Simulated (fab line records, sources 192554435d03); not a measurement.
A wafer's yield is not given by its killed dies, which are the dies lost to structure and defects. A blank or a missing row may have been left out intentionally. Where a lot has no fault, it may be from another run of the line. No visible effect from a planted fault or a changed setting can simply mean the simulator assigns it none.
Chamber matching    flow n5Finfet    rieDiel-03 running N5_BEOL_M2_STRIP_19: 4 sister chambers
The step strips in O2. 20 wafers are shown with their chamber, then 10 later ones without.

== WAFERS WITH THEIR CHAMBER ==
wafer   chamber  showerheadPlenumPTorr (Torr)  throttleValvePct (%)  drypumpMotorCurrentA (A)
L076.1  1        1.98                          16.85                 5.4
L076.3  3        2.13                          16.47                 5.6
L076.6  1        1.98                          16.85                 5.4
L077.1  0        2.17                          17.07                 5.5
L077.2  1        1.98                          16.86                 5.4
L077.3  3        2.13                          16.48                 5.6
L077.4  1        1.98                          16.87                 5.4
L077.5  3        2.13                          16.47                 5.6
L077.6  0        2.17                          17.08                 5.5
L080.1  1        1.98                          16.86                 5.4
L080.2  2        2.01                          16.65                 5.7
L080.3  0        2.17                          17.08                 5.5
L080.4  3        2.12                          16.49                 5.7
L080.5  0        2.17                          17.09                 5.5
L080.6  3        2.12                          16.50                 5.6
L082.2  2        2.00                          16.66                 5.7
L082.4  1        1.98                          16.90                 5.4
L082.6  0        2.16                          17.11                 5.5
L088.2  3        2.12                          16.53                 5.6
L088.3  1        1.97                          16.90                 5.4

SIGNATURES (means of the wafers above)
reading                chamber 0  chamber 1  chamber 2  chamber 3  scatter within a chamber
showerheadPlenumPTorr  2.1680     1.9786     2.0050     2.1250     0.00478
throttleValvePct       17.0860    16.8700    16.6550    16.4900    0.02
drypumpMotorCurrentA   5.500      5.400      5.700      5.617      0.0228
Rule: a wafer lies at a distance from a chamber equal to the root of the sum of squares, over the readings, of (its reading less the chamber's mean, divided by the reading's scatter). If the next closest chamber is less than 2 further off than the closest, the wafer can't be placed; otherwise it belongs to the closest. The scatter: the root of (the sum of the squares of (reading less its chamber's mean) over the shown wafers, divided by (wafers less chambers)).

== WAFERS WITH NO CHAMBER GIVEN ==
wafer   showerheadPlenumPTorr (Torr)  throttleValvePct (%)  drypumpMotorCurrentA (A)
L088.5  2.12                          16.53                 5.6
L092.2  1.97                          16.93                 5.4
L092.5  2.00                          16.69                 5.7
L092.6  1.97                          16.92                 5.4
L097.1  1.99                          16.69                 5.8
L097.4  2.15                          17.15                 5.5
L097.5  1.97                          16.95                 5.4
L096.1  1.99                          16.71                 5.7
L096.2  2.11                          16.57                 5.6
L096.3  2.15                          17.18                 5.5

== CHAMBER TAKEN BY EACH ==
wafer   from the rows above  in truth
L088.5  3                    3
L092.2  1                    1
L092.5  2                    2
L092.6  1                    1
L097.1  2                    2
L097.4  0                    0
L097.5  1                    1
L096.1  2                    2
L096.2  3                    3
L096.3  0                    0
Correctly placed: 10 of 10. Not placeable from these rows: 0. Wrongly placed: 0.
